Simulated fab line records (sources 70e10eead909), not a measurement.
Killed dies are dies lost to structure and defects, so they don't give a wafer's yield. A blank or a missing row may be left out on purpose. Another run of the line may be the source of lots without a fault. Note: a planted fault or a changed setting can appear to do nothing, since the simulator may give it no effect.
Chamber matching ; flow nandHarc ; NHARC_A_CONTACT_ETCH_90 on rieDiel-02: 4 sister chambers
The step etches the open film in CH3F/O2, target depth 40 nm, time 85.7 s. 14 wafers are shown with their chamber, then 6 later ones without.

== WAFERS, EACH WITH ITS CHAMBER ==
wafer;chamber;showerheadPlenumPTorr (Torr);drypumpMotorCurrentA (A);runLengthS (s)
L326.1;2;2.29;5.8;107.9
L326.2;3;2.31;5.8;106.8
L326.5;0;2.60;6.0;106.0
L327.1;0;2.60;6.0;105.9
L327.2;1;2.31;5.7;106.6
L327.3;3;2.31;5.9;106.7
L331.3;1;2.30;5.7;107.3
L331.4;2;2.28;5.8;108.0
L331.6;3;2.31;5.9;107.0
L335.4;2;2.28;5.8;107.5
L335.5;3;2.31;5.9;107.2
L344.1;2;2.28;5.8;107.8
L344.4;1;2.29;5.7;106.7
L344.6;1;2.29;5.7;106.9

SIGNATURES (means of the wafers above)
reading;chamber 0;chamber 1;chamber 2;chamber 3;scatter within a chamber
showerheadPlenumPTorr;2.6000;2.2975;2.2825;2.3100;0.00592
drypumpMotorCurrentA;6.000;5.700;5.800;5.875;0.0274
runLengthS;105.950;106.875;107.800;106.925;0.241
Rule: for each reading, subtract the chamber's mean from the wafer's reading, divide by that reading's scatter and square the result; add these up over the readings and take the root, which gives the wafer's distance from the chamber. The wafer belongs to the nearest chamber; if the next one is less than 2 further off, it can't be placed. The scatter is the square root of a quotient: the sum, over the shown wafers, of each reading's squared deviation from its chamber's mean, divided by wafers minus chambers.

== WAFERS WHOSE CHAMBER IS MISSING ==
wafer;showerheadPlenumPTorr (Torr);drypumpMotorCurrentA (A);runLengthS (s)
L348.1;2.59;6.0;106.2
L348.3;2.27;5.8;107.8
L348.6;2.27;5.8;107.9
L346.1;2.27;5.8;107.8
L346.4;2.59;6.0;106.1
L346.5;2.27;5.8;107.6

== WHICH CHAMBER EACH WENT THROUGH ==
wafer;from the rows above;in truth
L348.1;0;0
L348.3;2;2
L348.6;2;2
L346.1;2;2
L346.4;0;0
L346.5;2;2
Placed correctly: 6 of 6. Left unplaced by these rows: 0. Wrongly placed: 0.
